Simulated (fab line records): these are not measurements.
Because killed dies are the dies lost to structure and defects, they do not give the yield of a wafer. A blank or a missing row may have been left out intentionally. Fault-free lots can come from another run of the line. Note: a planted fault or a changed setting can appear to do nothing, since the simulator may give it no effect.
Which tool did it? / flow n5-finfet / Sampling: 10 lots, 30 wafers, 3 of 1938 route steps

WHAT EACH GAUGE READ, for each wafer
N5_PASSIVATION_CD_MEAS_30: the cd target is 4000 nm.
lot=L492; measured=day 12 15:29; on=cd-sem-03; cd-nm (nm)=3999.7 3999.9 4000.2
lot=L494; measured=day 13 03:54; on=cd-sem-03; cd-nm (nm)=3997.8 4001.0 4000.7
lot=L495; measured=day 13 09:41; on=cd-sem-02; cd-nm (nm)=3997.9 4004.8 4000.1
lot=L496; measured=day 13 15:56; on=cd-sem-02; cd-nm (nm)=4000.4 3998.4 3996.4
lot=L507; measured=day 16 12:31; on=cd-sem-02; cd-nm (nm)=3990.3 3991.5 3990.0
lot=L505; measured=day 16 12:32; on=cd-sem-03; cd-nm (nm)=3987.4 3988.8 3986.9
lot=L509; measured=day 16 17:07; on=cd-sem-02; cd-nm (nm)=3999.5 4000.7 3997.6
lot=L512; measured=day 17 08:38; on=cd-sem-02; cd-nm (nm)=4002.5 4001.4 4003.4
lot=L513; measured=day 17 23:13; on=cd-sem-03; cd-nm (nm)=3993.9 3998.9 3997.7
lot=L515; measured=day 18 17:15; on=cd-sem-01; cd-nm (nm)=3998.7 3996.3 4000.0

EACH LOT AND THE TOOL THAT RAN IT (in order: tool; ch and the chambers of the sampled wafers; start)
lot=L492; N5_PASSIVATION_STRIP_14=rie-diel-01 ch 0,2, day 12 14:18; N5_PASSIVATION_EXPOSE_27=krf-scanner-01 ch 0, day 12 15:19
lot=L494; N5_PASSIVATION_STRIP_14=rie-diel-04 ch 0,2, day 13 02:42; N5_PASSIVATION_EXPOSE_27=krf-scanner-01 ch 0, day 13 03:44
lot=L495; N5_PASSIVATION_STRIP_14=rie-diel-04 ch 0,2,3, day 13 06:58; N5_PASSIVATION_EXPOSE_27=krf-scanner-01 ch 0, day 13 09:31
lot=L496; N5_PASSIVATION_STRIP_14=rie-diel-06 ch 2,3, day 13 14:12; N5_PASSIVATION_EXPOSE_27=krf-scanner-02 ch 0, day 13 15:46
lot=L507; N5_PASSIVATION_STRIP_14=rie-diel-06 ch 1,2,3, day 16 11:23; N5_PASSIVATION_EXPOSE_27=krf-scanner-01 ch 0, day 16 12:20
lot=L505; N5_PASSIVATION_STRIP_14=rie-diel-04 ch 0,2, day 16 11:26; N5_PASSIVATION_EXPOSE_27=krf-scanner-01 ch 0, day 16 12:22
lot=L509; N5_PASSIVATION_STRIP_14=rie-diel-06 ch 2,3, day 16 15:49; N5_PASSIVATION_EXPOSE_27=krf-scanner-02 ch 0, day 16 16:57
lot=L512; N5_PASSIVATION_STRIP_14=rie-diel-01 ch 0,1,2, day 17 07:20; N5_PASSIVATION_EXPOSE_27=krf-scanner-02 ch 0, day 17 08:27
lot=L513; N5_PASSIVATION_STRIP_14=rie-diel-06 ch 0,1,3, day 17 21:48; N5_PASSIVATION_EXPOSE_27=krf-scanner-02 ch 0, day 17 23:02
lot=L515; N5_PASSIVATION_STRIP_14=rie-diel-04 ch 1,3, day 18 15:41; N5_PASSIVATION_EXPOSE_27=krf-scanner-02 ch 0, day 18 17:04
- N5_PASSIVATION_STRIP_14: strips in O2.
- N5_PASSIVATION_EXPOSE_27: exposes mask PAD, defocus 0 nm.

THE ANSWER, worked out from the rows above alone
Rule: the lots themselves supply what counts as usual. The widest of any qualifying gaps counts: lots, ordered by their means at a reading, are off when they make up no more than a third of the lots, leave a main group of 4 or more, and stand apart from it by 3 or more times the standard deviation of that group's means. A main group whose means are all the same, to the digits that the tables above print for the reading, isn't used. Also off: a lot with no number at a reading for which 4 or more lots have one. All remaining lots with rows at the step are treated as sound.
Off: L507, L505, at N5_PASSIVATION_CD_MEAS_30 (cd-nm). The main group has a mean of 3999.5 nm with a standard deviation of 1.6.
If a tool, at a process step before that reading, ran all the lots that are off and no sound lot after the first of them, it fits. Those tools and the gauges at N5_PASSIVATION_CD_MEAS_30 are tried in the same way. One fits: N5_PASSIVATION_EXPOSE_27 on krf-scanner-01. A fault onset in the window from L495 (day 13 09:31, its last sound lot) to L507 (day 16 12:20, its first lot off) fits.

WHAT THE SIMULATOR PUT IN
Drift in process parameters on krf-scanner-01 at N5_PASSIVATION_EXPOSE_27, starting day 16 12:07. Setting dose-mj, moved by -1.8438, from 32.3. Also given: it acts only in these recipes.
Shown lots that were struck: L507, L505. The rule above reached the same finding.
